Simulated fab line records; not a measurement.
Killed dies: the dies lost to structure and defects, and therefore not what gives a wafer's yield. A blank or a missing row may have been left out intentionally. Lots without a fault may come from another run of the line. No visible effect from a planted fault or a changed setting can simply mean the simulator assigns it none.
What tool caused it? + flow n5Finfet + 19 lots, 57 wafers sampled, at 6 steps of a route of 1938

WHAT THE GAUGES SHOWED, per wafer
The record holds no reading of a measuring or inspecting step that can be judged against a usual standard deviation.

WHICH TOOL RAN EACH LOT (tool, then ch and the chambers of the sampled wafers, then the start)
| lot  | N5_BEOL_M5_ETCH_72                | N5_BEOL_M5_STRIP_19               | N5_BEOL_M5_ETCH_67                | N5_BEOL_M5_STRIP_91                          | N5_BEOL_M5_CURE_80           | N5_BEOL_M5_SPUTTER_90       |
|------|-----------------------------------|-----------------------------------|-----------------------------------|----------------------------------------------|------------------------------|-----------------------------|
| L074 | rieDiel-04 ch 0,1, day 8 04:04    | rieDiel-04 ch 0,1,2, day 8 04:32  | rieDiel-03 ch 0,1,2, day 8 05:17  | rieDiel-03 ch 0,1,2, day 8 05:58 or earlier  | uvCure-02 ch 2, day 8 05:58  | pvdSputter-01, day 8 11:59  |
| L075 | rieDiel-05 ch 0,1,2, day 8 11:10  | rieDiel-03 ch 0,2,3, day 8 11:31  | rieDiel-04 ch 0,2,3, day 8 15:01  | rieDiel-04 ch 0,2,3, day 8 15:40 or earlier  | uvCure-03 ch 2, day 8 15:40  | pvdSputter-01, day 8 21:49  |
| L076 | rieDiel-04 ch 0,1,2, day 8 21:38  | rieDiel-03 ch 1,2,3, day 8 21:58  | rieDiel-04 ch 1,2,3, day 9 00:43  | rieDiel-04 ch 1,2,3, day 9 01:20 or earlier  | uvCure-03 ch 1, day 9 01:20  | pvdSputter-02, day 9 06:52  |
| L077 | rieDiel-05 ch 2,3, day 9 04:22    | rieDiel-05 ch 1,2,3, day 9 04:41  | rieDiel-05 ch 0,1, day 9 06:14    | rieDiel-05 ch 0,1, day 9 06:54 or earlier    | uvCure-01 ch 1, day 9 06:54  | pvdSputter-01, day 9 12:55  |
| L078 | rieDiel-04 ch 0,1,3, day 9 06:55  | rieDiel-03 ch 0,3, day 9 07:15    | rieDiel-05 ch 0,3, day 9 08:43    | rieDiel-05 ch 0,3, day 9 09:47 or earlier    | uvCure-01 ch 0, day 9 09:47  | pvdSputter-02, day 9 15:05  |
| L079 | rieDiel-04 ch 0,2,3, day 9 21:08  | rieDiel-04 ch 1,2, day 9 21:28    | rieDiel-05 ch 2,3, day 9 22:35    | rieDiel-05 ch 2,3, day 9 23:08 or earlier    | uvCure-01 ch 2, day 9 23:08  | pvdSputter-02, day 10 04:56 |
| L080 | rieDiel-05 ch 1,2, day 9 23:44    | rieDiel-05 ch 0,1, day 10 00:04   | rieDiel-04 ch 0,1,3, day 10 02:08 | rieDiel-04 ch 0,1,3, day 10 02:45 or earlier | uvCure-02 ch 1, day 10 02:45 | pvdSputter-03, day 10 08:07 |
| L081 | rieDiel-05 ch 0,2,3, day 10 03:32 | rieDiel-05 ch 0,2,3, day 10 03:57 | rieDiel-04 ch 0,1,3, day 10 06:14 | rieDiel-04 ch 0,1,3, day 10 06:47 or earlier | uvCure-01 ch 2, day 10 06:47 | pvdSputter-03, day 10 12:35 |
| L084 | rieDiel-05 ch 1,2,3, day 10 07:29 | rieDiel-05 ch 1,2, day 10 07:49   | rieDiel-05 ch 0,1, day 10 09:38   | rieDiel-05 ch 0,1, day 10 10:13 or earlier   | uvCure-02 ch 0, day 10 10:13 | pvdSputter-01, day 10 15:33 |
| L085 | rieDiel-05 ch 0,2, day 11 05:40   | rieDiel-04 ch 1,2,3, day 11 06:05 | rieDiel-05 ch 0,2, day 11 06:50   | rieDiel-05 ch 0,2, day 11 07:46 or earlier   | uvCure-02 ch 0, day 11 07:46 | pvdSputter-03, day 11 13:05 |
| L086 | rieDiel-04 ch 0,3, day 11 06:18   | rieDiel-05 ch 0,2, day 11 06:38   | rieDiel-05 ch 0,1,2, day 11 08:07 | rieDiel-05 ch 0,1,2, day 11 08:46 or earlier | uvCure-02 ch 0, day 11 08:46 | pvdSputter-02, day 11 13:56 |
| L087 | rieDiel-04 ch 0,3, day 11 20:05   | rieDiel-05 ch 1,2, day 11 20:24   | rieDiel-04 ch 2,3, day 11 21:54   | rieDiel-04 ch 2,3, day 11 22:28 or earlier   | uvCure-03 ch 2, day 11 22:28 | pvdSputter-03, day 12 03:50 |
| L088 | rieDiel-04 ch 0,3, day 11 23:10   | rieDiel-03 ch 0,3, day 11 23:32   | rieDiel-04 ch 0,2,3, day 12 01:43 | rieDiel-04 ch 0,2,3, day 12 02:20 or earlier | uvCure-01 ch 0, day 12 02:20 | pvdSputter-03, day 12 08:16 |
| L090 | rieDiel-04 ch 0,1,3, day 12 02:28 | rieDiel-05 ch 0,1,2, day 12 02:47 | rieDiel-04 ch 1,2,3, day 12 03:28 | rieDiel-04 ch 1,2,3, day 12 04:02 or earlier | uvCure-01 ch 0, day 12 04:02 | pvdSputter-02, day 12 09:58 |
| L092 | rieDiel-03 ch 1,2,3, day 12 17:23 | rieDiel-03 ch 1,2,3, day 12 17:43 | rieDiel-05 ch 2,3, day 12 18:47   | rieDiel-05 ch 2,3, day 12 19:29 or earlier   | uvCure-03 ch 1, day 12 19:29 | pvdSputter-02, day 13 02:08 |
| L095 | rieDiel-05 ch 0,1,2, day 13 01:27 | rieDiel-04 ch 1,2,3, day 13 01:47 | rieDiel-04 ch 0,2,3, day 13 02:33 | rieDiel-04 ch 0,2,3, day 13 03:07 or earlier | uvCure-02 ch 2, day 13 03:07 | pvdSputter-01, day 13 08:41 |
| L093 | rieDiel-04 ch 1,2,3, day 13 03:20 | rieDiel-04 ch 0,3, day 13 03:39   | rieDiel-05 ch 1,2, day 13 04:13   | rieDiel-05 ch 1,2, day 13 04:47 or earlier   | uvCure-01 ch 2, day 13 04:47 | pvdSputter-03, day 13 12:25 |
| L096 | rieDiel-05 ch 1,2,3, day 13 16:37 | rieDiel-03 ch 0,1,2, day 13 16:57 | rieDiel-03 ch 0,1,2, day 13 19:38 | rieDiel-03 ch 0,1,2, day 13 20:12 or earlier | uvCure-02 ch 0, day 13 20:12 | pvdSputter-02, day 14 02:04 |
| L097 | rieDiel-05 ch 0,2,3, day 13 20:06 | rieDiel-05 ch 0,3, day 13 20:29   | rieDiel-05 ch 0,1,2, day 13 23:25 | rieDiel-05 ch 0,1,2, day 14 00:05 or earlier | uvCure-03 ch 0, day 14 00:05 | pvdSputter-02, day 14 06:41 |
- N5_BEOL_M5_ETCH_72: etches underlayer in N2/H2, target depth 6.5 nm, time 5.2 s.
- N5_BEOL_M5_STRIP_19: strips in O2.
- N5_BEOL_M5_ETCH_67: etches SiARC in CF4, target depth 15.6 nm, time 26 s.
- N5_BEOL_M5_STRIP_91: strips in N2/H2, time 10 s.
- N5_BEOL_M5_CURE_80: cures SiCOH lowk, time 120 s.
- N5_BEOL_M5_SPUTTER_90: material Cu, target thk 4.5 nm, time 8.29 s.

AS READ BY THE TOOLS THEMSELVES (means over the sampled wafers that have a number; for cases with no such wafer, the mark the record gives instead)
N5_BEOL_M5_ETCH_72. Usual: drypumpMotorCurrentA 5.7 A, standard deviation 0.5; etchRfOnTimeS 5.18 s, standard deviation 0.1; h2FlowSccm 200.1 sccm, standard deviation 0.57; oesProductAu 0.68 a.u., standard deviation 0.059; rfFwdPowerW 819.0 W, standard deviation 2.3; rfVppV 523.9 V, standard deviation 2.9; showerheadPlenumPTorr 2.55 Torr, standard deviation 0.098; throttleValvePct 17.87 %, standard deviation 0.22.
| lot  | tool       | drypumpMotorCurrentA (A) | etchRfOnTimeS (s) | h2FlowSccm (sccm) | oesProductAu (a.u.) | rfFwdPowerW (W) | rfVppV (V) | showerheadPlenumPTorr (Torr) | throttleValvePct (%) | flag |
|------|------------|--------------------------|-------------------|-------------------|---------------------|-----------------|------------|------------------------------|----------------------|------|
| L074 | rieDiel-04 | 5.7                      | 5.14              | 200.1             | 0.70                | 819.0           | 522.9      | 2.50                         | 18.06                |      |
| L075 | rieDiel-05 | 5.7                      | 5.05              | 200.4             | 0.74                | 818.2           | 525.2      | 2.62                         | 17.86                |      |
| L076 | rieDiel-04 | 5.5                      | 5.13              | 199.7             | 0.66                | 820.6           | 525.5      | 2.55                         | 17.89                |      |
| L077 | rieDiel-05 | 5.4                      | 5.24              | 199.9             | 0.68                | 819.0           | 526.1      | 2.63                         | 17.85                |      |
| L078 | rieDiel-04 | 5.9                      | 5.20              | 200.5             | 0.66                | 819.6           | 523.4      | 2.48                         | 17.92                |      |
| L079 | rieDiel-04 | 5.7                      | 5.23              | 199.9             | 0.62                | 819.7           | 524.4      | 2.53                         | 17.77                |      |
| L080 | rieDiel-05 | 5.4                      | 5.16              | 200.3             | 0.72                | 817.9           | 527.0      | 2.68                         | 17.81                |      |
| L081 | rieDiel-05 | 5.7                      | 5.21              | 200.5             | 0.67                | 821.5           | 523.8      | 2.55                         | 17.95                |      |
| L084 | rieDiel-05 | 5.4                      | 5.16              | 200.1             | 0.69                | 818.4           | 525.9      | 2.62                         | 17.79                |      |
| L085 | rieDiel-05 | 6.0                      | 5.17              | 199.4             | 0.72                | 818.8           | 523.9      | 2.55                         | 18.08                |      |
| L086 | rieDiel-04 | 6.1                      | 5.19              | 200.5             | 0.62                | 820.1           | 522.2      | 2.45                         | 17.82                |      |
| L087 | rieDiel-04 | 6.1                      | 5.33              | 200.8             | 0.61                | 819.8           | 521.8      | 2.49                         | 17.82                |      |
| L088 | rieDiel-04 | 6.2                      | 5.30              | 199.7             | 0.61                | 820.1           | 522.0      | 2.49                         | 17.81                |      |
| L090 | rieDiel-04 | 5.9                      | 5.18              | 200.1             | 0.64                | 821.2           | 522.1      | 2.47                         | 17.99                |      |
| L092 | rieDiel-03 | 6.1                      | 5.24              | 200.0             | 0.68                | 820.6           | 523.4      | 2.55                         | 17.86                |      |
| L095 | rieDiel-05 | 5.7                      | 5.09              | 200.6             | 0.70                | 819.0           | 525.6      | 2.61                         | 17.94                |      |
| L093 | rieDiel-04 | 5.4                      | 5.13              | 199.5             | 0.63                | 818.7           | 523.1      | 2.50                         | 17.96                |      |
| L096 | rieDiel-05 | 5.3                      | 5.19              | 199.8             | 0.73                | 818.8           | 523.8      | 2.61                         | 17.68                |      |
| L097 | rieDiel-05 | 5.7                      | 5.24              | 199.2             | 0.72                | 819.2           | 522.5      | 2.54                         | 17.86                |      |

N5_BEOL_M5_STRIP_19. Usual: drypumpMotorCurrentA 5.7 A, standard deviation 0.45; oesProductAu 0.79 a.u., standard deviation 0.067; rfVppV 3.6 V, standard deviation 0.55; showerheadPlenumPTorr 2.11 Torr, standard deviation 0.083; throttleValvePct 16.67 %, standard deviation 0.16.
| lot  | tool       | drypumpMotorCurrentA (A) | oesProductAu (a.u.) | rfVppV (V) | showerheadPlenumPTorr (Torr) | throttleValvePct (%) | flag |
|------|------------|--------------------------|---------------------|------------|------------------------------|----------------------|------|
| L074 | rieDiel-04 | 5.5                      | 0.77                | 4.0        | 2.10                         | 16.68                |      |
| L075 | rieDiel-03 | 5.9                      | 0.84                | 3.7        | 2.15                         | 16.62                |      |
| L076 | rieDiel-03 | 6.1                      | 0.83                | 3.3        | 2.12                         | 16.61                |      |
| L077 | rieDiel-05 | 5.3                      | 0.80                | 3.3        | 2.17                         | 16.55                |      |
| L078 | rieDiel-03 | 5.6                      | 0.80                | 3.3        | 2.14                         | 16.78                |      |
| L079 | rieDiel-04 | 5.0                      | 0.76                | 3.9        | 2.13                         | 16.66                |      |
| L080 | rieDiel-05 | 5.6                      | 0.85                | 3.8        | 2.15                         | 16.58                |      |
| L081 | rieDiel-05 | 5.7                      | 0.80                | 3.7        | 2.11                         | 16.71                |      |
| L084 | rieDiel-05 | 5.4                      | 0.84                | 3.8        | 2.21                         | 16.55                |      |
| L085 | rieDiel-04 | 5.4                      | 0.76                | 3.6        | 2.06                         | 16.70                |      |
| L086 | rieDiel-05 | 5.7                      | 0.83                | 4.0        | 2.15                         | 16.70                |      |
| L087 | rieDiel-05 | 5.4                      | 0.83                | 3.1        | 2.21                         | 16.56                |      |
| L088 | rieDiel-03 | 5.8                      | 0.84                | 4.1        | 2.17                         | 16.76                |      |
| L090 | rieDiel-05 | 5.7                      | 0.83                | 3.5        | 2.15                         | 16.67                |      |
| L092 | rieDiel-03 | 6.1                      | 0.80                | 4.5        | 2.11                         | 16.66                |      |
| L095 | rieDiel-04 | 5.4                      | 0.75                | 3.3        | 2.06                         | 16.72                |      |
| L093 | rieDiel-04 | 6.2                      | 0.72                | 3.6        | 2.05                         | 16.70                |      |
| L096 | rieDiel-03 | 5.9                      | 0.74                | 3.5        | 2.06                         | 16.72                |      |
| L097 | rieDiel-05 | 5.6                      | 0.90                | 3.3        | 2.05                         | 16.46                |      |

N5_BEOL_M5_ETCH_67. Usual: drypumpMotorCurrentA 5.7 A, standard deviation 0.48; etchRfOnTimeS 25.9 s, standard deviation 0.52; oesProductAu 0.67 a.u., standard deviation 0.059; rfFwdPowerW 532.0 W, standard deviation 1.9; rfVppV 184.2 V, standard deviation 1.2; showerheadPlenumPTorr 2.14 Torr, standard deviation 0.076; throttleValvePct 15.61 %, standard deviation 0.17.
| lot  | tool       | drypumpMotorCurrentA (A) | etchRfOnTimeS (s) | oesProductAu (a.u.) | rfFwdPowerW (W) | rfVppV (V) | showerheadPlenumPTorr (Torr) | throttleValvePct (%) | flag |
|------|------------|--------------------------|-------------------|---------------------|-----------------|------------|------------------------------|----------------------|------|
| L074 | rieDiel-03 | 5.9                      | 26.1              | 0.66                | 531.4           | 184.1      | 2.12                         | 15.62                |      |
| L075 | rieDiel-04 | 5.7                      | 25.9              | 0.63                | 531.7           | 184.7      | 2.14                         | 15.54                |      |
| L076 | rieDiel-04 | 5.4                      | 25.5              | 0.66                | 531.7           | 184.0      | 2.12                         | 15.64                |      |
| L077 | rieDiel-05 | 5.6                      | 25.0              | 0.75                | 532.4           | 183.9      | 2.20                         | 15.49                |      |
| L078 | rieDiel-05 | 5.6                      | 26.2              | 0.64                | 530.0           | 183.4      | 2.11                         | 15.67                |      |
| L079 | rieDiel-05 | 5.3                      | 26.2              | 0.63                | 531.6           | 184.5      | 2.16                         | 15.58                |      |
| L080 | rieDiel-04 | 5.9                      | 25.6              | 0.66                | 532.8           | 183.0      | 2.09                         | 15.69                |      |
| L081 | rieDiel-04 | 5.9                      | 25.6              | 0.66                | 530.9           | 183.9      | 2.09                         | 15.69                |      |
| L084 | rieDiel-05 | 5.6                      | 25.5              | 0.73                | 532.7           | 184.8      | 2.20                         | 15.52                |      |
| L085 | rieDiel-05 | 6.0                      | 25.9              | 0.72                | 532.8           | 184.2      | 2.13                         | 15.69                |      |
| L086 | rieDiel-05 | 5.7                      | 25.6              | 0.72                | 530.8           | 184.1      | 2.19                         | 15.54                |      |
| L087 | rieDiel-04 | 5.2                      | 26.1              | 0.61                | 534.1           | 183.3      | 2.16                         | 15.56                |      |
| L088 | rieDiel-04 | 5.7                      | 26.0              | 0.61                | 532.8           | 183.1      | 2.13                         | 15.60                |      |
| L090 | rieDiel-04 | 5.4                      | 25.7              | 0.64                | 532.6           | 184.3      | 2.11                         | 15.69                |      |
| L092 | rieDiel-05 | 5.4                      | 26.2              | 0.74                | 531.7           | 184.2      | 2.20                         | 15.39                |      |
| L095 | rieDiel-04 | 5.7                      | 26.2              | 0.61                | 532.6           | 183.9      | 2.13                         | 15.61                |      |
| L093 | rieDiel-05 | 5.3                      | 25.4              | 0.71                | 531.8           | 186.0      | 2.25                         | 15.46                |      |
| L096 | rieDiel-03 | 5.9                      | 26.1              | 0.63                | 532.0           | 182.9      | 2.11                         | 15.70                |      |
| L097 | rieDiel-05 | 5.7                      | 25.4              | 0.70                | 532.6           | 184.0      | 2.18                         | 15.61                |      |

N5_BEOL_M5_STRIP_91. Usual: biasPowerW 7.000 W, standard deviation 0.021; drypumpMotorCurrentA 5.7 A, standard deviation 0.48; h2FlowSccm 200.0 sccm, standard deviation 0.52; oesProductAu 0.79 a.u., standard deviation 0.067; rfVppV 59.1 V, standard deviation 0.92; showerheadPlenumPTorr 2.54 Torr, standard deviation 0.098; throttleValvePct 23.69 %, standard deviation 0.3.
| lot  | tool       | biasPowerW (W) | drypumpMotorCurrentA (A) | h2FlowSccm (sccm) | oesProductAu (a.u.) | rfVppV (V) | showerheadPlenumPTorr (Torr) | throttleValvePct (%) | flag |
|------|------------|----------------|--------------------------|-------------------|---------------------|------------|------------------------------|----------------------|------|
| L074 | rieDiel-03 | 7.010          | 5.9                      | 199.6             | 0.78                | 58.4       | 2.51                         | 23.48                |      |
| L075 | rieDiel-04 | 6.990          | 5.7                      | 199.9             | 0.74                | 59.0       | 2.53                         | 23.47                |      |
| L076 | rieDiel-04 | 6.995          | 5.4                      | 200.3             | 0.77                | 58.6       | 2.51                         | 23.74                |      |
| L077 | rieDiel-05 | 6.985          | 5.6                      | 200.4             | 0.86                | 59.8       | 2.62                         | 23.67                |      |
| L078 | rieDiel-05 | 7.004          | 5.6                      | 200.2             | 0.75                | 59.4       | 2.49                         | 23.68                |      |
| L079 | rieDiel-05 | 7.000          | 5.3                      | 199.9             | 0.75                | 58.9       | 2.56                         | 23.60                |      |
| L080 | rieDiel-04 | 7.006          | 5.9                      | 199.7             | 0.77                | 57.6       | 2.47                         | 23.75                |      |
| L081 | rieDiel-04 | 6.975          | 5.9                      | 199.8             | 0.77                | 58.4       | 2.47                         | 23.76                |      |
| L084 | rieDiel-05 | 7.017          | 5.7                      | 200.4             | 0.85                | 59.5       | 2.61                         | 23.67                |      |
| L085 | rieDiel-05 | 7.018          | 6.0                      | 200.1             | 0.84                | 59.3       | 2.54                         | 24.02                |      |
| L086 | rieDiel-05 | 7.000          | 5.7                      | 199.9             | 0.84                | 58.9       | 2.61                         | 23.80                |      |
| L087 | rieDiel-04 | 7.001          | 5.2                      | 199.7             | 0.72                | 59.2       | 2.56                         | 23.51                |      |
| L088 | rieDiel-04 | 7.007          | 5.7                      | 199.8             | 0.72                | 59.2       | 2.52                         | 23.51                |      |
| L090 | rieDiel-04 | 6.995          | 5.4                      | 200.3             | 0.75                | 59.1       | 2.50                         | 23.77                |      |
| L092 | rieDiel-05 | 6.973          | 5.4                      | 199.4             | 0.87                | 59.7       | 2.61                         | 23.66                |      |
| L095 | rieDiel-04 | 6.991          | 5.7                      | 199.6             | 0.71                | 59.7       | 2.52                         | 23.53                |      |
| L093 | rieDiel-05 | 6.997          | 5.4                      | 200.2             | 0.83                | 59.8       | 2.67                         | 23.62                |      |
| L096 | rieDiel-03 | 6.995          | 5.9                      | 199.7             | 0.74                | 58.0       | 2.49                         | 23.52                |      |
| L097 | rieDiel-05 | 7.006          | 5.7                      | 200.2             | 0.81                | 59.2       | 2.60                         | 23.84                |      |

N5_BEOL_M5_CURE_80. Usual: lampPowerPct 52.31 %, standard deviation 0.049; wafer_temp_C_max 371.6, standard deviation 0.46.
| lot  | tool      | lampPowerPct (%) | wafer_temp_C_max | flag |
|------|-----------|------------------|------------------|------|
| L074 | uvCure-02 | 52.31            | 371.7            |      |
| L075 | uvCure-03 | 52.30            | 371.3            |      |
| L076 | uvCure-03 | 52.28            | 372.2            |      |
| L077 | uvCure-01 | 52.29            | 371.1            |      |
| L078 | uvCure-01 | 52.32            | 372.2            |      |
| L079 | uvCure-01 | 52.32            | 371.5            |      |
| L080 | uvCure-02 | 52.27            | 371.7            |      |
| L081 | uvCure-01 | 52.34            | 371.3            |      |
| L084 | uvCure-02 | 52.31            | 371.6            |      |
| L085 | uvCure-02 | 52.30            | 371.6            |      |
| L086 | uvCure-02 | 52.33            | 371.5            |      |
| L087 | uvCure-03 | 52.34            | 371.5            |      |
| L088 | uvCure-01 | 52.31            | 372.0            |      |
| L090 | uvCure-01 | 52.29            | 372.0            |      |
| L092 | uvCure-03 | 52.33            | 372.6            |      |
| L095 | uvCure-02 | 52.35            | 371.8            |      |
| L093 | uvCure-01 | 52.33            | 371.3            |      |
| L096 | uvCure-02 | 52.31            | 371.6            |      |
| L097 | uvCure-03 | 52.31            | 371.3            |      |

N5_BEOL_M5_SPUTTER_90. Usual: substrateTempC -20.01 C, standard deviation 0.1; throttleValvePct 30.2 %, standard deviation 1.2.
| lot  | tool          | substrateTempC (C) | throttleValvePct (%) | flag |
|------|---------------|--------------------|----------------------|------|
| L074 | pvdSputter-01 | -20.07             | 29.7                 |      |
| L075 | pvdSputter-01 | -20.06             | 29.8                 |      |
| L076 | pvdSputter-02 | -20.03             | 29.0                 |      |
| L077 | pvdSputter-01 | -20.16             | 29.7                 |      |
| L078 | pvdSputter-02 | -19.95             | 29.8                 |      |
| L079 | pvdSputter-02 | -20.01             | 30.6                 |      |
| L080 | pvdSputter-03 | -20.06             | 30.3                 |      |
| L081 | pvdSputter-03 | -19.94             | 30.3                 |      |
| L084 | pvdSputter-01 | -20.03             | 29.9                 |      |
| L085 | pvdSputter-03 | -19.99             | 31.7                 |      |
| L086 | pvdSputter-02 | -20.05             | 30.4                 |      |
| L087 | pvdSputter-03 | -19.93             | 31.0                 |      |
| L088 | pvdSputter-03 | -19.95             | 31.0                 |      |
| L090 | pvdSputter-02 | -19.94             | 29.7                 |      |
| L092 | pvdSputter-02 | -20.05             | 28.9                 |      |
| L095 | pvdSputter-01 | -19.95             | 29.8                 |      |
| L093 | pvdSputter-03 | -20.09             | 30.3                 |      |
| L096 | pvdSputter-02 | -19.97             | 29.7                 |      |
| L097 | pvdSputter-02 | -19.95             | 29.6                 |      |

THE ANSWER, worked out from the rows above alone
Rule: a lot counts as off when the mean over its wafers that have a number is more than 3 standard deviations away from the usual mean. A lot without any number at a reading at which 4 lots or more have one is off too. All remaining lots with rows at the step are treated as sound. Order of review: gauges by route order, followed by the tools' own readings, for which a lot's mean as printed above is used. The first step at which some lot is off is used, and at that step the reading that is off furthest; a lot without a number counts as furthest.
No lot is off on any of the readings shown, so nothing can be concluded from this.

WHAT WAS PUT IN BY THE SIMULATOR
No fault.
